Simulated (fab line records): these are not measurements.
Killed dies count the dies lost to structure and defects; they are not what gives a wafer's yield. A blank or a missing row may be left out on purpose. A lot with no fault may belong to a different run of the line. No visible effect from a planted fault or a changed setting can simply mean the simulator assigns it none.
fab line records ; flow n5-finfet ; part 1 of 2: steps 1 to 4 of 6
record lots=21; wafers=63; last-day=17
route steps=1938 shown BEOL_M13@1711 BEOL_M14@1729 BEOL_M15@1787
lots that met no fault: from a run of the same line without faults
start-h: hours from the record's first day to the start of the lot's first wafer shown ; wait-h: how many hours have passed since the lot's step before this one ; " unchanged from the row above ; L1.1+2: one row covering several wafers at once ; - value missing, or start not given ; * or withheld: withheld ; < > ~ a bound
route shown NAME@n: NAME is a module with steps in the file, n the number in the route of the first one ; usual: mean/standard deviation taken from wafers without a fault ; same: alike in all rows ; chamber/n: place in a boat ; sites: per-site readings ; _std_site: the values' standard deviation ; _edge_site: the outer-site mean with the inner-site mean subtracted ; radius-mm: how far each site lies from the wafer's centre ; mask NAME#n: copy n ; behind: the tool/chamber that last shaped the wafer ; hold: cause of the lot's hold/its duration in hours/its outcome ; device: transistor that didn't switch, given as n, p or np ; end of line: tests run on the same wafers once the route is complete ; a step without rows: its recipe alone ; killed: the dies lost at the first sort to structure and to defects; this is not the yield of the wafer ; map: shows each die of a wafer: x if killed, . if not, _ if none is there
set.NAME: the setting as run; set.NAME@STEP: as run at that earlier step ; model.NAME: the simulator's own value behind a step, which no gauge read
steps of the route over a sample of lots; a table a step, a row a wafer
services: from which hour (start-h, from the record's first day; less than 0 if before it) a tool's chamber was out of use, for how many hours, and why
## steps
# step N5_BEOL_M13_THK_MEAS_50
# recipe thk-meas-gauge=xrf; reads=Cu_of_BEOL_M13_ECD_47
# usual M13_THK=425/8.7
lot.wafer;tool;chamber;start-h;wait-h;M13_THK[nm]
L074.3;film-metro-01;-;229.68;-;421
L074.4;film-metro-01;-;229.68;-;438
L074.5;film-metro-01;-;229.68;-;437
L077.1;film-metro-01;-;245.78;-;427
L077.2;film-metro-01;-;245.78;-;443
L077.5;film-metro-01;-;245.78;-;432
L078.1;film-metro-01;-;257.64;-;430
L078.2;film-metro-01;-;257.64;-;423
L078.6;film-metro-01;-;257.64;-;426
L076.2;film-metro-01;-;258.26;-;427
L076.5;film-metro-01;-;258.26;-;419
L076.6;film-metro-01;-;258.26;-;429
L080.1;film-metro-01;-;263.25;-;442
L080.3;film-metro-01;-;263.25;-;427
L080.5;film-metro-01;-;263.25;-;435
L079.1;film-metro-01;-;270.10;-;410
L079.4;film-metro-01;-;270.10;-;418
L079.5;film-metro-01;-;270.10;-;418
L082.1;film-metro-01;-;285.64;-;417
L082.2;film-metro-01;-;285.64;-;423
L082.6;film-metro-01;-;285.64;-;436
L081.2;film-metro-01;-;286.63;-;421
L081.4;film-metro-01;-;286.63;-;411
L081.6;film-metro-01;-;286.63;-;416
L083.3;film-metro-01;-;293.90;-;411
L083.5;film-metro-01;-;293.90;-;428
L083.6;film-metro-01;-;293.90;-;409
L084.2;film-metro-01;-;294.37;-;414
L084.3;film-metro-01;-;294.37;-;419
L084.6;film-metro-01;-;294.37;-;411
L086.1;film-metro-01;-;300.93;-;424
L086.2;film-metro-01;-;300.93;-;408
L086.5;film-metro-01;-;300.93;-;413
L085.1;film-metro-01;-;304.34;-;433
L085.3;film-metro-01;-;304.34;-;424
L085.6;film-metro-01;-;304.34;-;429
L089.2;film-metro-01;-;316.89;-;414
L089.5;film-metro-01;-;316.89;-;424
L089.6;film-metro-01;-;316.89;-;429
L088.1;film-metro-01;-;329.07;-;425
L088.3;film-metro-01;-;329.07;-;437
L088.6;film-metro-01;-;329.07;-;424
L091.4;film-metro-01;-;336.69;-;424
L091.5;film-metro-01;-;336.69;-;440
L091.6;film-metro-01;-;336.69;-;429
L090.2;film-metro-01;-;339.53;-;443
L090.5;film-metro-01;-;339.53;-;438
L090.6;film-metro-01;-;339.53;-;424
L094.1;film-metro-01;-;357.80;-;438
L094.3;film-metro-01;-;357.80;-;426
L094.5;film-metro-01;-;357.80;-;431
L093.3;film-metro-01;-;359.88;-;434
L093.5;film-metro-01;-;359.88;-;411
L093.6;film-metro-01;-;359.88;-;410
L095.3;film-metro-02;-;372.57;-;412
L095.4;film-metro-02;-;372.57;-;428
L095.5;film-metro-02;-;372.57;-;422
L096.3;film-metro-02;-;378.08;-;424
L096.5;film-metro-02;-;378.08;-;412
L096.6;film-metro-02;-;378.08;-;423
L097.1;film-metro-02;-;381.26;-;409
L097.2;film-metro-02;-;381.26;-;422
L097.6;film-metro-02;-;381.26;-;412
# step N5_BEOL_M14_DESCUM_15
# recipe chemistry=O2; time-s=7.9; source-power-w=50; bias-power-w=20; pressure-mtorr=20; rf-frequency-hz=2.712e+07; temp-c=40; o2-flow-sccm=225
# usual drypump-motor-current-A=5.4/0.58; oes-product-au=0.80/0.093; rf-vpp-V=242.7/1.4; showerhead-plenum-p-Torr=2.06/0.076; throttle-valve-pct=20.33/0.23
# same time-s=7.9
lot.wafer;tool;chamber;start-h;wait-h;drypump-motor-current-A;oes-product-au;rf-hours-counter-h;rf-vpp-V;showerhead-plenum-p-Torr;throttle-valve-pct
L074.3;rie-diel-04;3;230.48;0.1;4.9;0.68;223;244.9;2.14;20.68
L074.4;rie-diel-04;1;230.48;0.1;5.4;0.91;22;244.1;2.24;20.31
L074.5;rie-diel-04;3;230.48;0.1;4.9;0.68;-;243.3;2.14;20.64
L077.1;rie-diel-04;3;246.56;0.0;4.8;0.67;229;242.9;2.14;20.69
L077.2;rie-diel-04;1;246.56;0.0;5.4;0.90;26;245.5;2.24;20.32
L077.5;rie-diel-04;1;246.56;0.0;5.3;0.90;-;244.2;2.24;20.31
L078.1;rie-diel-05;2;258.53;0.1;5.2;0.80;94;244.1;2.12;20.14
L078.2;rie-diel-05;0;258.53;0.1;5.9;0.86;38;242.7;2.03;19.92
L078.6;rie-diel-05;0;258.53;0.1;6.0;0.87;-;241.2;2.03;19.93
L076.2;rie-diel-04;2;259.04;0.0;5.3;0.68;225;241.3;2.02;20.52
L076.5;rie-diel-04;2;259.04;0.0;5.3;0.68;-;241.9;2.02;20.54
L076.6;rie-diel-04;1;259.04;0.0;5.3;0.89;-;246.5;2.24;20.31
L080.1;rie-diel-01;2;264.15;0.0;6.3;0.95;13;243.2;2.03;20.13
L080.3;rie-diel-01;0;264.15;0.0;4.9;0.88;44;241.6;2.04;20.28
L080.5;rie-diel-01;0;264.15;0.0;4.9;0.87;-;242.6;2.04;20.28
L079.1;rie-diel-04;3;271.35;0.0;4.9;0.67;237;244.7;2.13;20.69
L079.4;rie-diel-04;2;271.35;0.0;5.3;0.68;229;240.6;2.02;20.52
L079.5;rie-diel-04;2;271.35;0.0;5.3;0.68;-;240.8;2.02;20.53
L082.1;rie-diel-04;3;286.46;0.1;4.9;0.67;244;244.3;2.13;20.70
L082.2;rie-diel-04;0;286.46;0.1;5.4;0.91;28;241.4;2.02;20.32
L082.6;rie-diel-04;3;286.46;0.1;4.9;0.67;-;243.6;2.13;20.69
L081.2;rie-diel-01;3;287.60;0.2;4.9;0.91;29;241.9;2.06;20.16
L081.4;rie-diel-01;2;287.60;0.2;6.3;0.92;22;242.4;2.03;20.15
L081.6;rie-diel-01;1;287.60;0.2;4.7;0.69;-;243.8;2.14;20.60
L083.3;rie-diel-05;3;294.80;0.0;4.9;0.70;226;240.7;2.00;20.68
L083.5;rie-diel-05;0;294.80;0.0;5.9;0.85;-;243.4;2.03;19.96
L083.6;rie-diel-05;3;294.80;0.0;4.9;0.70;-;242.8;2.00;20.67
L084.2;rie-diel-04;0;295.15;0.0;5.5;0.89;32;241.3;2.02;20.33
L084.3;rie-diel-04;2;295.15;0.0;5.3;0.68;240;240.6;2.01;20.55
L084.6;rie-diel-04;0;295.15;0.0;5.5;0.90;-;242.4;2.02;20.33
L086.1;rie-diel-05;1;301.72;0.0;6.4;0.70;203;241.6;1.99;20.51
L086.2;rie-diel-05;3;301.72;0.0;4.9;0.70;228;241.2;1.99;20.67
L086.5;rie-diel-05;0;301.72;0.0;5.9;0.84;-;243.2;2.02;19.93
L085.1;rie-diel-01;3;305.12;0.0;4.8;0.90;35;242.4;2.06;20.15
L085.3;rie-diel-01;2;305.12;0.0;6.3;0.91;29;241.5;2.03;20.16
L085.6;rie-diel-01;0;305.12;0.0;4.9;0.86;-;242.3;2.03;20.32
L089.2;rie-diel-05;3;317.66;0.0;4.8;0.70;235;241.9;1.99;20.71
L089.5;rie-diel-05;3;317.66;0.0;4.8;0.70;-;241.0;1.99;20.70
L089.6;rie-diel-05;0;317.66;0.0;5.9;0.84;-;243.1;2.02;19.97
L088.1;rie-diel-01;0;329.97;0.0;4.9;0.83;67;242.7;2.03;20.34
L088.3;rie-diel-01;2;329.97;0.0;6.3;0.89;39;240.8;2.02;20.15
L088.6;rie-diel-01;2;329.97;0.0;6.3;0.88;-;243.4;2.02;20.16
L091.4;rie-diel-05;0;337.74;0.2;5.9;0.82;68;241.3;2.02;19.97
L091.5;rie-diel-05;0;337.74;0.2;5.9;0.82;-;241.3;2.02;19.97
L091.6;rie-diel-05;1;337.74;0.2;6.4;0.70;-;240.4;1.98;20.54
L090.2;rie-diel-01;1;340.31;0.0;4.7;1.00;2;243.8;2.14;20.17
L090.5;rie-diel-01;1;340.31;0.0;4.7;1.00;-;244.8;2.14;20.15
L090.6;rie-diel-01;0;340.31;0.0;4.9;0.83;-;242.8;2.03;20.33
L094.1;rie-diel-04;1;358.59;0.1;5.3;0.82;72;244.9;2.23;20.37
L094.3;rie-diel-04;0;358.59;0.1;5.5;0.85;58;243.0;2.01;20.38
L094.5;rie-diel-04;0;358.59;0.1;5.4;0.85;-;243.6;2.01;20.39
L093.3;rie-diel-01;0;360.77;0.0;4.9;0.82;79;241.8;2.03;20.35
L093.5;rie-diel-01;2;360.77;0.0;6.3;0.87;-;242.1;2.02;20.19
L093.6;rie-diel-01;1;360.77;0.0;4.7;0.98;-;245.2;2.13;20.18
L095.3;rie-diel-05;0;373.47;0.0;5.9;0.81;81;242.8;2.01;19.99
L095.4;rie-diel-05;1;373.47;0.0;6.4;0.69;-;241.3;1.98;20.56
L095.5;rie-diel-05;2;373.47;0.0;5.2;0.77;-;243.0;2.11;20.21
L096.3;rie-diel-05;2;379.00;0.0;5.2;0.77;129;243.1;2.11;20.17
L096.5;rie-diel-05;0;379.00;0.0;6.0;0.81;-;243.2;2.01;19.99
L096.6;rie-diel-05;1;379.00;0.0;6.4;0.69;-;242.5;1.98;20.57
L097.1;rie-diel-05;2;382.16;0.0;5.2;0.77;131;242.6;2.11;20.21
L097.2;rie-diel-05;1;382.16;0.0;6.5;0.70;234;240.7;1.98;20.55
L097.6;rie-diel-05;0;382.16;0.0;5.9;0.81;-;243.9;2.01;19.99
# step N5_BEOL_M14_VIA_ETCH_16
# recipe chemistry=C4F8/O2/Ar; target=SiO2; he-inner-torr=15; he-outer-torr=30; target-depth-a=12313; time-s=withheld; ion-energy-ev=800; pressure-mtorr=20; source-w=1905; bias-w=2040; Ar_flow_sccm=400; C4F8_flow_sccm=16; O2_flow_sccm=12; ends=cleared
# usual drypump-motor-current-A=5.4/0.58; oes-product-au=0.72/0.083; rf-vpp-V=2231/57; showerhead-plenum-p-Torr=3.39/0.11; throttle-valve-pct=30.8/0.36
lot.wafer;tool;chamber;start-h;wait-h;drypump-motor-current-A;oes-product-au;rf-vpp-V;showerhead-plenum-p-Torr;throttle-valve-pct
L074.3;rie-diel-04;3;230.56;0.0;4.9;0.61;2339;3.56;31.4
L074.4;rie-diel-04;1;230.56;0.0;5.4;0.80;2290;3.61;30.4
L074.5;rie-diel-04;3;230.56;0.0;4.9;0.61;2339;3.56;31.4
L077.1;rie-diel-04;3;246.65;0.0;4.9;0.61;2339;3.56;31.4
L077.2;rie-diel-04;1;246.65;0.0;5.3;0.80;2288;3.60;30.5
L077.5;rie-diel-04;1;246.65;0.0;5.3;0.81;2288;3.60;30.5
L078.1;rie-diel-05;2;258.62;0.0;5.2;0.73;2239;3.48;30.5
L078.2;rie-diel-05;0;258.62;0.0;6.0;0.79;2242;3.35;30.3
L078.6;rie-diel-05;0;258.62;0.0;5.9;0.78;2242;3.35;30.3
L076.2;rie-diel-04;2;259.13;0.0;5.3;0.63;2159;3.26;30.6
L076.5;rie-diel-04;2;259.13;0.0;5.3;0.63;2159;3.26;30.6
L076.6;rie-diel-04;1;259.13;0.0;5.3;0.80;2287;3.60;30.5
L080.1;rie-diel-01;2;264.24;0.0;6.3;0.82;2169;3.36;30.6
L080.3;rie-diel-01;0;264.24;0.0;4.9;0.79;2312;3.38;31.0
L080.5;rie-diel-01;0;264.24;0.0;4.9;0.79;2311;3.38;31.0
L079.1;rie-diel-04;3;271.44;0.0;4.9;0.61;2338;3.55;31.5
L079.4;rie-diel-04;2;271.44;0.0;5.3;0.62;2158;3.26;30.6
L079.5;rie-diel-04;2;271.44;0.0;5.3;0.62;2158;3.26;30.6
L082.1;rie-diel-04;3;286.54;0.0;4.9;0.61;2339;3.55;31.5
L082.2;rie-diel-04;0;286.54;0.0;5.4;0.82;2256;3.37;31.1
L082.6;rie-diel-04;3;286.54;0.0;4.9;0.60;2340;3.55;31.4
L081.2;rie-diel-01;3;287.68;0.0;4.8;0.82;2232;3.33;30.3
L081.4;rie-diel-01;2;287.68;0.0;6.3;0.81;2169;3.35;30.6
L081.6;rie-diel-01;1;287.68;0.0;4.7;0.63;2156;3.53;31.1
L083.3;rie-diel-05;3;294.89;0.0;4.9;0.63;2141;3.28;31.1
L083.5;rie-diel-05;0;294.89;0.0;5.9;0.77;2242;3.34;30.3
L083.6;rie-diel-05;3;294.89;0.0;4.9;0.64;2142;3.28;31.1
L084.2;rie-diel-04;0;295.24;0.0;5.5;0.82;2255;3.37;31.2
L084.3;rie-diel-04;2;295.24;0.0;5.3;0.61;2158;3.26;30.6
L084.6;rie-diel-04;0;295.24;0.0;5.4;0.82;2255;3.37;31.1
L086.1;rie-diel-05;1;301.80;0.0;6.4;0.64;2237;3.30;31.1
L086.2;rie-diel-05;3;301.80;0.0;4.9;0.64;2140;3.28;31.1
L086.5;rie-diel-05;0;301.80;0.0;5.9;0.77;2241;3.34;30.3
L085.1;rie-diel-01;3;305.20;0.0;4.8;0.80;2232;3.33;30.3
L085.3;rie-diel-01;2;305.20;0.0;6.3;0.79;2169;3.35;30.6
L085.6;rie-diel-01;0;305.20;0.0;4.9;0.76;2310;3.38;31.0
L089.2;rie-diel-05;3;317.75;0.0;4.9;0.63;2141;3.28;31.1
L089.5;rie-diel-05;3;317.75;0.0;4.9;0.63;2142;3.28;31.1
L089.6;rie-diel-05;0;317.75;0.0;6.0;0.77;2243;3.33;30.3
L088.1;rie-diel-01;0;330.05;0.0;4.9;0.76;2308;3.37;31.1
L088.3;rie-diel-01;2;330.05;0.0;6.3;0.77;2170;3.34;30.6
L088.6;rie-diel-01;2;330.05;0.0;6.3;0.77;2169;3.34;30.6
L091.4;rie-diel-05;0;337.83;0.0;6.0;0.75;2240;3.33;30.3
L091.5;rie-diel-05;0;337.83;0.0;6.0;0.76;2243;3.33;30.3
L091.6;rie-diel-05;1;337.83;0.0;6.4;0.64;2238;3.30;31.1
L090.2;rie-diel-01;1;340.39;0.0;4.7;0.90;2157;3.52;30.8
L090.5;rie-diel-01;1;340.39;0.0;4.7;0.91;2156;3.52;30.8
L090.6;rie-diel-01;0;340.39;0.0;4.9;0.76;2310;3.37;31.0
L094.1;rie-diel-04;1;358.68;0.0;5.3;0.74;2286;3.58;30.5
L094.3;rie-diel-04;0;358.68;0.0;5.4;0.79;2254;3.36;31.2
L094.5;rie-diel-04;0;358.68;0.0;5.5;0.78;2254;3.36;31.2
L093.3;rie-diel-01;0;360.86;0.0;4.9;0.74;2310;3.36;31.1
L093.5;rie-diel-01;2;360.86;0.0;6.3;0.75;2169;3.34;30.6
L093.6;rie-diel-01;1;360.86;0.0;4.7;0.87;2157;3.52;30.8
L095.3;rie-diel-05;0;373.55;0.0;6.0;0.74;2240;3.32;30.4
L095.4;rie-diel-05;1;373.55;0.0;6.5;0.63;2237;3.29;31.1
L095.5;rie-diel-05;2;373.55;0.0;5.2;0.69;2237;3.46;30.6
L096.3;rie-diel-05;2;379.09;0.0;5.2;0.69;2237;3.46;30.6
L096.5;rie-diel-05;0;379.09;0.0;6.0;0.73;2240;3.32;30.4
L096.6;rie-diel-05;1;379.09;0.0;6.4;0.62;2236;3.29;31.2
L097.1;rie-diel-05;2;382.25;0.0;5.2;0.70;2235;3.46;30.6
L097.2;rie-diel-05;1;382.25;0.0;6.4;0.63;2236;3.29;31.2
L097.6;rie-diel-05;0;382.25;0.0;6.0;0.74;2240;3.32;30.4
# step N5_BEOL_M14_STRIP_63
# recipe chemistry=O2; power-w=600; temp-c=60; pressure-mtorr=30; rf-frequency-hz=6e+07; bias-power-w=0; overash-fraction=0.3; o2-flow-sccm=225
# usual drypump-motor-current-A=5.4/0.58; oes-product-au=0.80/0.092; rf-vpp-V=3.7/0.92; showerhead-plenum-p-Torr=2.06/0.075; throttle-valve-pct=16.57/0.23
lot.wafer;tool;chamber;start-h;wait-h;drypump-motor-current-A;oes-product-au;rf-hours-counter-h;rf-vpp-V;showerhead-plenum-p-Torr;throttle-valve-pct
L074.3;rie-diel-04;3;-;-;4.9;0.68;223;3.0;2.14;16.93
L074.4;rie-diel-04;1;-;-;5.4;0.91;22;5.0;2.25;16.50
L074.5;rie-diel-04;3;-;-;4.9;0.68;-;3.4;2.14;16.97
L077.1;rie-diel-04;3;-;-;4.9;0.69;229;2.1;2.14;16.94
L077.2;rie-diel-04;1;-;-;5.3;0.89;26;5.6;2.25;16.47
L077.5;rie-diel-04;1;-;-;5.3;0.90;-;3.0;2.25;16.46
L078.1;rie-diel-05;2;-;-;5.2;0.80;94;3.3;2.13;16.35
L078.2;rie-diel-05;0;-;-;5.9;0.87;38;4.2;2.03;16.21
L078.6;rie-diel-05;0;-;-;5.9;0.86;-;2.5;2.03;16.24
L076.2;rie-diel-04;2;-;-;5.3;0.69;225;2.3;2.02;16.72
L076.5;rie-diel-04;2;-;-;5.3;0.69;-;3.7;2.02;16.73
L076.6;rie-diel-04;1;-;-;5.3;0.89;-;3.6;2.25;16.48
L080.1;rie-diel-01;2;-;-;6.3;0.94;13;3.6;2.04;16.36
L080.3;rie-diel-01;0;-;-;4.9;0.87;44;2.7;2.04;16.49
L080.5;rie-diel-01;0;-;-;4.9;0.87;-;3.2;2.04;16.50
L079.1;rie-diel-04;3;-;-;4.8;0.66;237;3.3;2.14;16.94
L079.4;rie-diel-04;2;-;-;5.3;0.69;229;5.3;2.02;16.73
L079.5;rie-diel-04;2;-;-;5.3;0.69;-;1.8;2.02;16.72
L082.1;rie-diel-04;3;-;-;4.9;0.67;244;3.4;2.14;16.97
L082.2;rie-diel-04;0;-;-;5.5;0.90;28;2.8;2.02;16.58
L082.6;rie-diel-04;3;-;-;4.8;0.66;-;2.7;2.14;16.95
L081.2;rie-diel-01;3;-;-;4.9;0.91;29;3.4;2.07;16.34
L081.4;rie-diel-01;2;-;-;6.3;0.91;22;4.9;2.03;16.39
L081.6;rie-diel-01;1;-;-;4.7;0.69;-;3.4;2.15;16.85
L083.3;rie-diel-05;3;-;-;4.9;0.71;226;3.2;2.00;16.92
L083.5;rie-diel-05;0;-;-;5.9;0.85;-;2.9;2.03;16.24
L083.6;rie-diel-05;3;-;-;4.9;0.71;-;3.7;2.00;16.93
L084.2;rie-diel-04;0;-;-;5.4;0.90;32;3.1;2.02;16.55
L084.3;rie-diel-04;2;-;-;5.3;0.67;240;4.3;2.02;16.78
L084.6;rie-diel-04;0;-;-;5.4;0.90;-;4.1;2.02;16.59
L086.1;rie-diel-05;1;-;-;6.4;0.70;204;2.6;1.99;16.74
L086.2;rie-diel-05;3;-;-;4.9;0.70;228;3.6;2.00;16.93
L086.5;rie-diel-05;0;-;-;5.9;0.86;-;3.3;2.03;16.25
L085.1;rie-diel-01;3;-;-;4.9;0.89;35;2.1;2.06;16.39
L085.3;rie-diel-01;2;-;-;6.3;0.90;29;3.4;2.03;16.41
L085.6;rie-diel-01;0;-;-;4.9;0.86;-;5.8;2.04;16.53
L089.2;rie-diel-05;3;-;-;4.9;0.70;235;4.3;2.00;16.97
L089.5;rie-diel-05;3;-;-;4.9;0.69;-;2.8;2.00;16.95
L089.6;rie-diel-05;0;-;-;5.9;0.83;-;2.2;2.03;16.27
L088.1;rie-diel-01;0;-;-;4.9;0.84;67;3.0;2.03;16.56
L088.3;rie-diel-01;2;-;-;6.3;0.89;39;4.2;2.03;16.39
L088.6;rie-diel-01;2;-;-;6.3;0.88;-;3.5;2.03;16.40
L091.4;rie-diel-05;0;-;-;5.9;0.84;68;3.7;2.02;16.28
L091.5;rie-diel-05;0;-;-;5.9;0.81;-;3.6;2.02;16.27
L091.6;rie-diel-05;1;-;-;6.4;0.70;-;4.7;1.98;16.80
L090.2;rie-diel-01;1;-;-;4.7;1.00;2;3.0;2.14;16.37
L090.5;rie-diel-01;1;-;-;4.7;1.01;-;2.6;2.14;16.38
L090.6;rie-diel-01;0;-;-;4.9;0.81;-;4.1;2.03;16.58
L094.1;rie-diel-04;1;-;-;5.3;0.83;72;3.3;2.23;16.59
L094.3;rie-diel-04;0;-;-;5.5;0.86;59;2.3;2.01;16.62
L094.5;rie-diel-04;0;-;-;5.5;0.86;-;4.1;2.01;16.61
L093.3;rie-diel-01;0;-;-;4.9;0.82;79;2.6;2.03;16.55
L093.5;rie-diel-01;2;-;-;6.3;0.88;-;4.1;2.02;16.46
L093.6;rie-diel-01;1;-;-;4.7;0.97;-;4.0;2.14;16.41
L095.3;rie-diel-05;0;-;-;6.0;0.82;81;3.2;2.02;16.32
L095.4;rie-diel-05;1;-;-;6.4;0.70;-;3.2;1.98;16.77
L095.5;rie-diel-05;2;-;-;5.2;0.76;-;4.7;2.11;16.42
L096.3;rie-diel-05;2;-;-;5.2;0.77;129;3.4;2.11;16.42
L096.5;rie-diel-05;0;-;-;5.9;0.80;-;4.1;2.02;16.29
L096.6;rie-diel-05;1;-;-;6.4;0.69;-;3.4;1.98;16.81
L097.1;rie-diel-05;2;-;-;5.2;0.76;131;2.8;2.11;16.45
L097.2;rie-diel-05;1;-;-;6.4;0.71;234;4.6;1.98;16.81
L097.6;rie-diel-05;0;-;-;6.0;0.82;-;3.8;2.02;16.30
